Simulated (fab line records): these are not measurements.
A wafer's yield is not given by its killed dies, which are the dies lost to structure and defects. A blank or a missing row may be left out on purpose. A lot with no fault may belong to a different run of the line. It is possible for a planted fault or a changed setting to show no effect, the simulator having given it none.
A lot that was struck, set against a sound lot ; flow nandHarc ; 17 steps out of a route of 1302
Sound: these wafers, L448.1, L448.3, L448.6. Wafers L465.3, L465.4, L465.6 were the ones struck. Last of all comes the cause.
At each step with rows: each side's tool, then ch and its chambers, then its first start. Under that, the readings that differ: sound wafers ; struck wafers ; difference of the means ; sigmas: that difference in standard deviations of wafers without a fault.
alike: a reading whose means differ by less than 2 such deviations, as well as words and numbers matching on both sides. not compared: withheld readings; readings where some wafer has no value; bounds like >300 that might hide an equal value; numbers whose values overlap and for which the record gives no deviation.
Wherever a step has rows on one side only, a row that says differs or no value, or a row with sigmas, the two part there. Numbers that don't overlap but have no deviation are shown without sigmas and don't part them. A reading that every wafer of one side lacks parts them only if that side has two wafers or more.

NHARC_A_CONTACT_ETCH_102: etches the open film in CF4/O2, target depth 100 nm, overetch 10 nm, time 55 s.
  sound on rieDiel-04 ch 0,1, day 22 12:55; struck on rieDiel-01 ch 0,1, day 29 23:13
  alike: drypumpMotorCurrentA, mfcArSccm, oesProductAu, rfVppV, showerheadPlenumPTorr, throttleValvePct
  not compared: rfHoursCounterH
NHARC_A_CONTACT_STRIP_55: strips in O2.
  sound: rieDiel-04 ch 0,2; struck: rieDiel-01 ch 0,1,2
  alike: drypumpMotorCurrentA, mfcArSccm, oesProductAu, rfVppV, showerheadPlenumPTorr, throttleValvePct
  not compared: rfHoursCounterH
then, 1 step without rows for these wafers: NHARC_A_CONTACT_STRIP_56 (strips in post etch residue remover, time 600 s).
NHARC_A_CONTACT_DEP_57: deposits aC, target thk 5300 nm.
  sound on aclDep-02 ch 0, day 22 15:16; struck on aclDep-01 ch 0, day 30 01:01
  alike: susceptorTempC, throttleValvePct
NHARC_A_CONTACT_DEP_58: deposits SiON, target thk 90 nm.
  sound on pecvd-03 ch 0,1,2, day 22 18:33; struck on pecvd-01 ch 1,2, day 30 03:14
reading;sound;struck;difference;sigmas
heaterPowerW (W);853 838 799;607 597 650;-212;-2
  alike: susceptorTempC
then, 7 steps without rows for these wafers: NHARC_A_CONTACT_DEHYDRATE_59 (time 120 s); NHARC_A_CONTACT_HMDS_60 (time 30 s); NHARC_A_CONTACT_COAT_61 (time 75 s); NHARC_A_CONTACT_COAT_62 (time 65 s); NHARC_A_CONTACT_COAT_63 (resist thk 90 nm); NHARC_A_CONTACT_SOFTBAKE_64 (time 55 s); NHARC_A_CONTACT_EBR_65.
NHARC_A_CONTACT_EXPOSE_66: exposes mask A CC 2.
  sound on arfiScanner-03 ch 0, day 22 18:58; struck on arfiScanner-03 ch 0, day 30 03:48
reading;sound;struck;difference;sigmas
exposureDoseMJCm2;58.8 58.9 58.9;47.2 47.2 47.1;-11.7;-31
  alike: mask
then, 2 steps without rows for these wafers: NHARC_A_CONTACT_PEB_67 (peb time 65 s); NHARC_A_CONTACT_DEVELOP_68 (develop time 35 s).
NHARC_A_CONTACT_CD_MEAS_69: target cd 300 nm.
  sound on cdSem-02 ch 0, day 22 19:07; struck on cdSem-02 ch 0, day 30 03:56
reading;sound;struck;difference;sigmas
cdNm (nm);300.1 299.4 300.9;291.0 290.8 290.2;-9.5;-19
NHARC_A_CONTACT_OVL_MEAS_70:
  sound on overlay-02 at day 22 19:12; struck on overlay-02 at day 30 04:01
reading;sound;struck;difference;sigmas
overlayYNm (nm);0.8 1.1 0.9;-1.2 -0.9 -0.4;-1.8;-2
  alike: overlayXNm

## WHERE THEY PART
Last at NHARC_A_CONTACT_OVL_MEAS_70 as far as this record goes, first at NHARC_A_CONTACT_DEP_58.

WHY: what the simulator had put in
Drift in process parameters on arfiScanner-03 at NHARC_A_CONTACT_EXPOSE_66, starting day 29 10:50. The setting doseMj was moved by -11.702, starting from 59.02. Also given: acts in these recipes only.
